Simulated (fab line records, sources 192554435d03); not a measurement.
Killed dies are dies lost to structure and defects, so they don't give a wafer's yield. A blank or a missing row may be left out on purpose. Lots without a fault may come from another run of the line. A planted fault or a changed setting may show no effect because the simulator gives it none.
fab line records | flow n5_finfet | part 1 of 2: steps 1 to 21 of 32
record lots=5 wafers=15 last_day=17
route steps=1938 shown ZERO_LAYER@14 WELL_APT@20
lots that met no fault: from a run of the same line without faults
start_h: hours from the record's first day to the start of the lot's first wafer shown | wait_h: hours since the lot's step before | " the same as in the row above | L1.1+2: a row that stands for several wafers | - no value, or no start given | * or withheld: withheld | < > ~ a bound
route shown NAME@n: a module of which the file shows steps, and the number in the route of the first | usual: mean/standard deviation of fault-free wafers | same: alike in all rows | chamber/n: place in a boat | sites: the reading at each site | _std_site: their standard deviation | _edge_site: outer sites' mean less inner sites' | radius_mm: how far each site lies from the wafer's centre | mask NAME#n: copy n | behind: the tool/chamber that last shaped the wafer | hold: why the lot was held/for how many hours/how that ended | device: the transistor (n, p or np) that didn't switch | end of line: the same wafers' tests at the end of the route | a step without rows: its recipe alone | killed: dies lost to structure and defects at the first sort, not the wafer's yield | map: a wafer's dies, x killed, . not, _ none there
set.NAME: the setting as run; set.NAME@STEP: as run at that earlier step | model.NAME: the simulator's own value behind a step, which no gauge read
lots at some steps of the route; a table a step, a row a wafer
services: from which hour (start_h, from the record's first day; less than 0 if before it) a tool's chamber was out of use, for how many hours, and why
## steps
# step N5_ZERO_LAYER_DESCUM_16
# recipe chemistry=O2 time_s=7.9 source_power_w=50 bias_power_w=20 pressure_mtorr=20 rf_frequency_hz=2.712e+07 temp_c=40 o2_flow_sccm=225
# usual drypump_motor_current_A=5.6/0.45 oes_product_au=0.76/0.082 rf_fwd_power_W=49.42/0.25 rf_vpp_V=242.9/1.4 showerhead_plenum_p_Torr=2.08/0.068 throttle_valve_pct=20.28/0.25
# columns lot.wafer tool chamber start_h wait_h drypump_motor_current_A oes_product_au rf_fwd_power_W rf_hours_counter_h rf_vpp_V showerhead_plenum_p_Torr throttle_valve_pct
L075.1 rie_diel-03 3 18.81 0.0 5.7 0.70 49.49 188 241.9 2.08 20.48
L075.2 " 0 " " 6.0 0.72 49.63 189 241.7 2.06 20.00
L075.5 " 1 " " 6.3 0.72 49.62 - 244.5 2.17 20.70
L079.1 rie_diel-03 2 42.89 0.1 5.0 0.70 49.63 220 244.7 2.13 20.26
L079.2 " 0 " " 6.0 0.71 49.47 196 243.6 2.06 20.02
L079.4 " 3 " " 5.7 0.70 49.83 195 241.9 2.08 20.50
L093.3 rie_diel-01 1 126.70 0.0 5.8 0.87 49.54 58 242.1 2.03 20.07
L093.4 " 2 " " 5.2 0.79 48.87 115 240.9 2.03 20.31
L093.5 " 3 " " 5.6 0.78 49.34 - 244.0 2.18 20.13
L095.2 rie_diel-04 3 138.81 0.0 5.2 0.70 48.83 194 241.6 1.99 20.23
L095.5 " 0 " " 5.8 0.69 49.60 - 242.1 2.06 20.60
L095.6 " 3 " " 5.2 0.69 49.04 - 241.5 1.99 20.24
L096.1 rie_diel-04 3 144.81 0.0 5.1 0.69 48.92 196 243.3 1.99 20.25
L096.2 " 0 " " 5.7 0.69 49.53 232 243.0 2.05 20.63
L096.5 " 0 " " 5.8 0.69 49.57 - 241.7 2.05 20.61
# step N5_ZERO_LAYER_ETCH_17
# recipe chemistry=CF4 target=SiO2 target_depth_a=120 time_s=13.3 ion_energy_ev=350 pressure_mtorr=40 source_w=450 bias_w=215 Ar_flow_sccm=100 cf4_flow_sccm=100
# usual drypump_motor_current_A=5.6/0.45 oes_product_au=0.76/0.078 rf_fwd_power_W=446.4/1.7 rf_vpp_V=948/4.4 showerhead_plenum_p_Torr=2.14/0.071 throttle_valve_pct=15.58/0.25
# columns lot.wafer tool chamber start_h wait_h drypump_motor_current_A oes_product_au rf_fwd_power_W rf_hours_counter_h rf_vpp_V showerhead_plenum_p_Torr throttle_valve_pct
L075.1 rie_diel-03 3 18.84 0.0 5.7 0.71 444.9 188 948 2.14 15.79
L075.2 " 0 " " 6.0 0.72 449.5 189 948 2.12 15.41
L075.5 " 1 " " 6.3 0.73 446.1 - 953 2.21 15.95
L079.1 rie_diel-03 2 42.92 0.0 5.0 0.70 447.3 220 952 2.20 15.68
L079.2 " 0 " " 6.1 0.71 446.5 196 948 2.12 15.44
L079.4 " 3 " " 5.7 0.71 448.5 195 948 2.14 15.81
L093.3 rie_diel-01 1 126.74 0.0 5.8 0.89 449.0 58 944 2.10 15.34
L093.4 " 2 " " 5.2 0.79 444.1 115 944 2.08 15.55
L093.5 " 3 " " 5.6 0.77 446.7 - 955 2.24 15.51
L095.2 rie_diel-04 3 138.84 0.0 5.2 0.71 443.6 194 941 2.05 15.58
L095.5 " 0 " " 5.8 0.70 447.0 - 946 2.11 15.92
L095.6 " 3 " " 5.2 0.72 443.9 - 943 2.05 15.58
L096.1 rie_diel-04 3 144.85 0.0 5.2 0.71 449.0 196 941 2.05 15.58
L096.2 " 0 " " 5.8 0.71 444.7 232 947 2.11 15.93
L096.5 " 0 " " 5.8 0.71 447.0 - 948 2.11 15.91
# step N5_ZERO_LAYER_ETCH_18
# recipe chemistry=HBr/Cl2 target=Si target_depth_a=1200 time_s=40 pressure_mtorr=10 icp_w=800 bias_w=75 HBr_flow_sccm=150 Cl2_flow_sccm=80
# usual drypump_motor_current_A=5.5/0.62 oes_product_au=0.999/0.015 rf_fwd_power_W=796.0/2.5 throttle_valve_pct=36.37/0.27
# columns lot.wafer tool chamber start_h wait_h drypump_motor_current_A oes_product_au rf_fwd_power_W rf_hours_counter_h throttle_valve_pct
L075.1 rie_si-01 1 18.91 0.0 5.9 1.002 795.1 10 36.40
L075.2 " 3 " " 6.6 1.004 792.5 4 36.03
L075.5 " 2 " " 5.9 1.018 795.0 - 36.05
L079.1 rie_si-03 3 43.00 0.0 6.3 0.974 797.2 16 36.52
L079.2 " 2 " " 5.7 0.988 795.9 144 36.60
L079.4 " 0 " " 4.7 1.012 794.9 122 36.72
L093.3 rie_si-04 0 126.81 0.0 5.8 1.010 794.4 100 36.13
L093.4 " 3 " " 5.5 1.007 795.0 - 36.47
L093.5 " 0 " " 5.8 1.011 798.6 - 36.12
L095.2 rie_si-03 0 138.92 0.0 4.7 1.006 802.5 124 36.70
L095.5 " 1 " " 4.8 1.004 795.1 - 36.43
L095.6 " 0 " " 4.7 1.007 797.5 - 36.71
L096.1 rie_si-04 2 144.92 0.0 4.7 0.969 793.7 116 35.79
L096.2 " 3 " " 5.5 0.999 795.0 87 36.46
L096.5 " 2 " " 4.8 0.975 799.7 - 35.78
# step N5_ZERO_LAYER_STRIP_24
# recipe chemistry=O2 power_w=1000 temp_c=250 overash_fraction=0.3 pressure_mtorr=1000 o2_flow_sccm=6750
# usual drypump_motor_current_A=5.33/0.22 heater_power_w=307/22 oes_product_au=0.647/0.0042 strip_time_to_endpoint_s=43.84/0.093
# columns lot.wafer tool chamber start_h wait_h drypump_motor_current_A heater_power_w oes_product_au rf_hours_counter_h strip_time_to_endpoint_s
L075.1 plasma_asher-01 0 19.02 0.1 5.62 280 0.651 33 43.80
L075.2 " 1 " " 5.36 329 0.658 33 43.91
L075.5 " 0 " " 5.63 288 0.646 - 43.87
L079.1 plasma_asher-02 0 43.10 0.1 5.02 326 0.651 75 43.91
L079.2 " 1 " " 5.39 285 0.650 75 43.83
L079.4 " 1 " " 5.36 299 0.651 - 43.80
L093.3 plasma_asher-01 1 126.93 0.1 5.34 327 0.648 - 43.89
L093.4 " 0 " " 5.62 283 0.646 - 43.80
L093.5 " 0 " " 5.64 276 0.641 - 43.80
L095.2 plasma_asher-02 1 139.02 0.1 5.37 293 0.644 93 43.87
L095.5 " 0 " " 5.01 308 0.650 - 43.83
L095.6 " 1 " " 5.36 291 0.646 - 43.79
L096.1 plasma_asher-01 1 145.02 0.1 5.33 336 0.647 57 43.81
L096.2 " 0 " " 5.60 282 0.653 57 43.75
L096.5 " 0 " " 5.62 274 0.649 - 43.75
# step N5_ZERO_LAYER_STRIP_19
# recipe chemistry=SPM time_s=900 temp_c=130 h2so4_h2o2_vol_ratio=4 dry=ipa_marangoni
# columns lot.wafer tool chamber start_h wait_h
L075.1+2+5 wet_bench-04 4,6,7 19.11 0.1
L079.1+2+4 wet_bench-02 7,0,6 43.19 0.1
L093.3+4+5 wet_bench-04 1,5,6 127.00 0.0
L095.2+5+6 wet_bench-04 6,1,7 139.11 0.1
L096.1+2+5 wet_bench-04 0,1,7 145.11 0.1
# step N5_ZERO_LAYER_INSPECT_20
# recipe inspect_instrument=darkfield mode=post_clean
# usual raw_defect_count=34/15
# columns lot.wafer tool chamber start_h wait_h raw_defect_count
L075.1 defect_inspect-02 - 19.38 0.0 74
L075.2 " - " " 38
L075.5 " - " " 83
L079.1 defect_inspect-01 - 43.46 0.0 41
L079.2 " - " " 54
L079.4 " - " " 38
L093.3 defect_inspect-01 - 127.28 0.0 44
L093.4 " - " " 46
L093.5 " - " " 25
L095.2 defect_inspect-01 - 139.38 0.0 19
L095.5 " - " " 21
L095.6 " - " " 46
L096.1 defect_inspect-01 - 145.41 0.0 23
L096.2 " - " " 25
L096.5 " - " " 36
# step N5_WELL_APT_HMDS_01
# recipe time_s=60 temp_c=120
# usual resist_line_temp_C=22.99/0.12
# columns lot.wafer tool chamber start_h wait_h resist_line_temp_C
L075.1 litho_track-02 0 19.41 0.0 23.04
L075.2 " 0 " " 23.02
L075.5 " 0 " " 23.00
L079.1 litho_track-03 0 43.49 0.0 22.87
L079.2 " 0 " " 22.87
L079.4 " 0 " " 22.78
L093.3 litho_track-02 0 127.31 0.0 23.06
L093.4 " 0 " " 23.01
L093.5 " 0 " " 23.04
L095.2 litho_track-03 0 139.41 0.0 23.15
L095.5 " 0 " " 23.13
L095.6 " 0 " " 23.19
L096.1 litho_track-03 0 145.44 0.0 22.97
L096.2 " 0 " " 22.95
L096.5 " 0 " " 23.03
# step N5_WELL_APT_COAT_02
# recipe spin_rpm=1357 resist_thk_nm=950
# usual resist_line_temp_C=22.97/0.088
# columns lot.wafer tool chamber start_h wait_h resist_line_temp_C
L075.1 litho_track-02 0 - - 22.83
L075.2 " 0 " " 23.05
L075.5 " 0 " " 22.95
L079.1 litho_track-03 0 - - 23.00
L079.2 " 0 " " 23.13
L079.4 " 0 " " 22.98
L093.3 litho_track-02 0 - - 22.93
L093.4 " 0 " " 22.85
L093.5 " 0 " " 23.00
L095.2 litho_track-03 0 - - 22.92
L095.5 " 0 " " 22.97
L095.6 " 0 " " 22.92
L096.1 litho_track-03 0 - - 23.03
L096.2 " 0 " " 22.83
L096.5 " 0 " " 22.92
# step N5_WELL_APT_EBR_04
# recipe solvent=PGMEA ebr_width_mm=1.5
# usual resist_line_temp_C=23.00/0.11
# same ebr_width_mm=1.5
# columns lot.wafer tool chamber start_h wait_h resist_line_temp_C
L075.1 litho_track-02 0 - - 22.88
L075.2 " 0 " " 22.95
L075.5 " 0 " " 23.01
L079.1 litho_track-03 0 - - 22.94
L079.2 " 0 " " 22.99
L079.4 " 0 " " 22.95
L093.3 litho_track-02 0 - - 23.02
L093.4 " 0 " " 22.96
L093.5 " 0 " " 23.06
L095.2 litho_track-03 0 - - 22.96
L095.5 " 0 " " 23.04
L095.6 " 0 " " 22.81
L096.1 litho_track-03 0 - - 22.95
L096.2 " 0 " " 22.87
L096.5 " 0 " " 22.91
# step N5_WELL_APT_SOFTBAKE_03
# recipe temp_c=130 time_s=60
# usual resist_line_temp_C=23.00/0.11
# columns lot.wafer tool chamber start_h wait_h resist_line_temp_C
L075.1 litho_track-02 0 - - 22.91
L075.2 " 0 " " 23.01
L075.5 " 0 " " 22.99
L079.1 litho_track-03 0 - - 22.73
L079.2 " 0 " " 22.88
L079.4 " 0 " " 22.91
L093.3 litho_track-02 0 - - 23.06
L093.4 " 0 " " 23.00
L093.5 " 0 " " 22.89
L095.2 litho_track-03 0 - - 22.96
L095.5 " 0 " " 23.03
L095.6 " 0 " " 23.03
L096.1 litho_track-03 0 - - 23.25
L096.2 " 0 " " 23.12
L096.5 " 0 " " 23.07
# step N5_WELL_APT_EXPOSE_05
# recipe mask_id=NWELL na=0.8 source_shape=conventional sigma_outer=0.8 polarization=unpolarized defocus_nm=0 target_cd_nm=200 dose_mj=20.3
# usual stage_vel_mm_s=500.01/0.29
# columns lot.wafer tool chamber start_h wait_h mask stage_vel_mm_s
L075.1 krf_scanner-02 0 19.64 - NWELL#0 500.23
L075.2 " 0 " " NWELL#0 499.78
L075.5 " 0 " " NWELL#0 499.75
L079.1 krf_scanner-01 0 43.72 - NWELL#0 500.32
L079.2 " 0 " " NWELL#0 500.43
L079.4 " 0 " " NWELL#0 500.21
L093.3 krf_scanner-01 0 127.42 - NWELL#0 500.26
L093.4 " 0 " " NWELL#0 500.29
L093.5 " 0 " " NWELL#0 500.20
L095.2 krf_scanner-01 0 139.52 - NWELL#0 500.30
L095.5 " 0 " " NWELL#0 499.97
L095.6 " 0 " " NWELL#0 500.01
L096.1 krf_scanner-01 0 145.54 - NWELL#0 499.99
L096.2 " 0 " " NWELL#0 500.16
L096.5 " 0 " " NWELL#0 499.90
# step N5_WELL_APT_PEB_06
# recipe peb_temp_c=130 peb_time_s=90
# usual resist_line_temp_C=23.02/0.11
# columns lot.wafer tool chamber start_h wait_h resist_line_temp_C
L075.1 litho_track-02 0 19.69 0.1 22.91
L075.2 " 0 " " 22.90
L075.5 " 0 " " 22.98
L079.1 litho_track-05 0 43.77 0.1 23.01
L079.2 " 0 " " 23.22
L079.4 " 0 " " 22.94
L093.3 litho_track-03 0 127.46 0.0 23.22
L093.4 " 0 " " 22.99
L093.5 " 0 " " 22.97
L095.2 litho_track-02 0 139.57 0.0 22.83
L095.5 " 0 " " 22.95
L095.6 " 0 " " 22.90
L096.1 litho_track-05 0 145.59 0.1 22.96
L096.2 " 0 " " 22.98
L096.5 " 0 " " 22.89
# step N5_WELL_APT_DEVELOP_07
# recipe develop_time_s=45 rinse_liquid=surfactant_rinse dry=air_spin dev_temp_c=21
# usual resist_line_temp_C=22.97/0.11
# columns lot.wafer tool chamber start_h wait_h resist_line_temp_C
L075.1 litho_track-02 0 - - 22.94
L075.2 " 0 " " 22.90
L075.5 " 0 " " 22.93
L079.1 litho_track-05 0 - - 22.80
L079.2 " 0 " " 22.74
L079.4 " 0 " " 22.74
L093.3 litho_track-03 0 - - 22.85
L093.4 " 0 " " 22.97
L093.5 " 0 " " 22.99
L095.2 litho_track-02 0 - - 22.91
L095.5 " 0 " " 23.10
L095.6 " 0 " " 23.04
L096.1 litho_track-05 0 - - 23.20
L096.2 " 0 " " 22.95
L096.5 " 0 " " 23.10
# step N5_WELL_APT_HARDBAKE_12
# recipe temp_c=130 time_s=120
# usual resist_line_temp_C=23.00/0.1
# columns lot.wafer tool chamber start_h wait_h resist_line_temp_C
L075.1 litho_track-02 0 - - 23.04
L075.2 " 0 " " 23.12
L075.5 " 0 " " 23.08
L079.1 litho_track-05 0 - - 23.14
L079.2 " 0 " " 22.94
L079.4 " 0 " " 23.01
L093.3 litho_track-03 0 - - 22.90
L093.4 " 0 " " 22.87
L093.5 " 0 " " 22.85
L095.2 litho_track-02 0 - - 22.82
L095.5 " 0 " " 23.07
L095.6 " 0 " " 22.91
L096.1 litho_track-05 0 - - 22.87
L096.2 " 0 " " 22.76
L096.5 " 0 " " 22.80
# step N5_WELL_APT_CD_MEAS_08
# recipe target_cd_nm=200 landing_energy_ev=500 detector=se_inlens
# usual cd_nm=199.4/1.9
# columns lot.wafer tool chamber start_h wait_h cd_nm
L075.1 cd_sem-03 0 19.81 - 199.2
L075.2 " 0 " " 199.0
L075.5 " 0 " " 199.7
L079.1 cd_sem-03 0 43.89 - 202.0
L079.2 " 0 " " 201.3
L079.4 " 0 " " 200.6
L093.3 cd_sem-02 0 127.58 - 199.6
L093.4 " 0 " " 200.4
L093.5 " 0 " " 200.6
L095.2 cd_sem-02 0 139.69 - 195.5
L095.5 " 0 " " 198.5
L095.6 " 0 " " 197.3
L096.1 cd_sem-03 0 145.71 - 202.1
L096.2 " 0 " " 201.5
L096.5 " 0 " " 201.7
# step N5_WELL_APT_OVL_MEAS_09
# recipe points_per_wafer=44
# usual NWELL_OVL=1/6.1
# same points_per_wafer=44
# columns lot.wafer tool chamber start_h wait_h NWELL_OVL[nm]
L075.1 overlay-02 0 19.84 0.0 -4
L075.2 " 0 " " -4
L075.5 " 0 " " -6
L079.1 overlay-01 0 43.92 0.0 2
L079.2 " 0 " " -3
L079.4 " 0 " " -9
L093.3 overlay-02 0 127.61 0.0 -7
L093.4 " 0 " " -2
L093.5 " 0 " " -5
L095.2 overlay-01 0 139.71 0.0 -1
L095.5 " 0 " " 1
L095.6 " 0 " " 2
L096.1 overlay-01 0 145.74 0.0 -6
L096.2 " 0 " " 1
L096.5 " 0 " " -3
# step N5_WELL_APT_INSPECT_10
# recipe mode=adi inspect_instrument=macro
# usual raw_defect_count=2.0/1.4
# columns lot.wafer tool chamber start_h wait_h raw_defect_count
L075.1 defect_inspect-02 - 19.86 0.0 2
L075.2 " - " " 1
L075.5 " - " " 1
L079.1 defect_inspect-01 - 43.94 0.0 2
L079.2 " - " " 3
L079.4 " - " " 3
L093.3 defect_inspect-01 - 127.63 0.0 4
L093.4 " - " " 2
L093.5 " - " " 4
L095.2 defect_inspect-01 - 139.74 0.0 2
L095.5 " - " " 3
L095.6 " - " " 3
L096.1 defect_inspect-01 - 145.76 0.0 1
L096.2 " - " " 4
L096.5 " - " " 3
# step N5_WELL_APT_DESCUM_13
# recipe chemistry=O2 time_s=7.9 source_power_w=50 bias_power_w=20 pressure_mtorr=20 rf_frequency_hz=2.712e+07 temp_c=40 o2_flow_sccm=225
# usual drypump_motor_current_A=5.6/0.54 oes_product_au=0.80/0.094 rf_fwd_power_W=49.69/0.18 rf_vpp_V=243.5/1.3 showerhead_plenum_p_Torr=2.12/0.076 throttle_valve_pct=20.3/0.31
# columns lot.wafer tool chamber start_h wait_h drypump_motor_current_A oes_product_au rf_fwd_power_W rf_hours_counter_h rf_vpp_V showerhead_plenum_p_Torr throttle_valve_pct
L075.1 rie_diel-05 0 20.32 0.5 5.2 0.87 49.84 50 242.3 2.04 20.1
L075.2 " 1 " " 4.9 0.70 49.49 211 243.2 2.07 20.1
L075.5 " 1 " " 4.8 0.70 49.66 - 242.6 2.07 20.1
L079.1 rie_diel-06 2 43.98 0.0 6.5 0.73 49.76 192 240.9 2.01 21.0
L079.2 " 3 " " 6.6 0.73 49.79 169 244.9 2.20 20.8
L079.4 " 1 " " 5.1 0.70 49.86 207 244.3 2.07 20.3
L093.3 rie_diel-05 3 127.76 0.1 5.4 0.70 49.70 223 243.4 2.08 20.5
L093.4 " 1 " " 4.9 0.69 49.43 250 241.9 2.06 20.1
L093.5 " 1 " " 4.9 0.68 49.50 - 242.2 2.06 20.1
L095.2 rie_diel-05 2 139.77 0.0 5.7 0.82 49.58 92 244.7 2.11 20.3
L095.5 " 0 " " 5.2 0.83 49.84 - 241.5 2.03 20.1
L095.6 " 2 " " 5.6 0.82 49.41 - 244.8 2.11 20.3
L096.1 rie_diel-02 0 145.80 0.0 5.7 0.85 49.80 56 244.1 2.04 20.1
L096.2 " 3 " " 5.8 0.81 49.72 98 243.0 2.10 20.1
L096.5 " 1 " " 6.0 0.71 49.64 - 243.8 2.16 20.5
# step N5_WELL_APT_IMPLANT_14
# recipe species=P energy_kev=160 dose_cm2=1.5e+13 tilt_deg=0 rotation_deg=0
# usual dose_ions_cm2=1.5001e+13/1.8e+10
# columns lot.wafer tool chamber start_h wait_h dose_ions_cm2
L075.1 implanter-02 0 20.42 0.1 1.5025e+13
L075.2 " 0 " " 1.5017e+13
L075.5 " 0 " " 1.5024e+13
L079.1 implanter-01 0 44.08 0.1 1.4984e+13
L079.2 " 0 " " 1.5012e+13
L079.4 " 0 " " 1.4985e+13
L093.3 implanter-02 0 127.92 0.1 1.5017e+13
L093.4 " 0 " " 1.5031e+13
L093.5 " 0 " " 1.5014e+13
L095.2 implanter-02 0 139.90 0.1 1.5e+13
L095.5 " 0 " " 1.4993e+13
L095.6 " 0 " " 1.4982e+13
L096.1 implanter-01 0 145.90 0.1 1.5002e+13
L096.2 " 0 " " 1.4968e+13
L096.5 " 0 " " 1.4985e+13
# step N5_WELL_APT_IMPLANT_15
# recipe species=As energy_kev=25 dose_cm2=1.5e+13 tilt_deg=0 rotation_deg=0
# usual dose_ions_cm2=1.5001e+13/1.7e+10
# columns lot.wafer tool chamber start_h wait_h dose_ions_cm2
L075.1 implanter-02 0 20.60 0.1 1.4998e+13
L075.2 " 0 " " 1.4995e+13
L075.5 " 0 " " 1.4987e+13
L079.1 implanter-01 0 44.26 0.1 1.5034e+13
L079.2 " 0 " " 1.501e+13
L079.4 " 0 " " 1.5e+13
L093.3 implanter-02 0 128.10 0.1 1.499e+13
L093.4 " 0 " " 1.5003e+13
L093.5 " 0 " " 1.4982e+13
L095.2 implanter-02 0 140.08 0.1 1.5e+13
L095.5 " 0 " " 1.5013e+13
L095.6 " 0 " " 1.4995e+13
L096.1 implanter-01 0 146.08 0.1 1.5014e+13
L096.2 " 0 " " 1.5021e+13
L096.5 " 0 " " 1.4997e+13
# step N5_WELL_APT_STRIP_16
# recipe chemistry=SPM time_s=900 temp_c=130 h2so4_h2o2_vol_ratio=4 dry=ipa_marangoni
# columns lot.wafer tool chamber start_h wait_h
L075.1+2+5 wet_bench-06 2,1,6 20.80 0.2
L079.1+2+4 wet_bench-05 6,1,7 44.46 0.2
L093.3+4+5 wet_bench-06 2,7,6 128.24 0.1
L095.2+5+6 wet_bench-01 3,4,7 140.44 0.3
L096.1+2+5 wet_bench-06 2,7,3 146.30 0.2
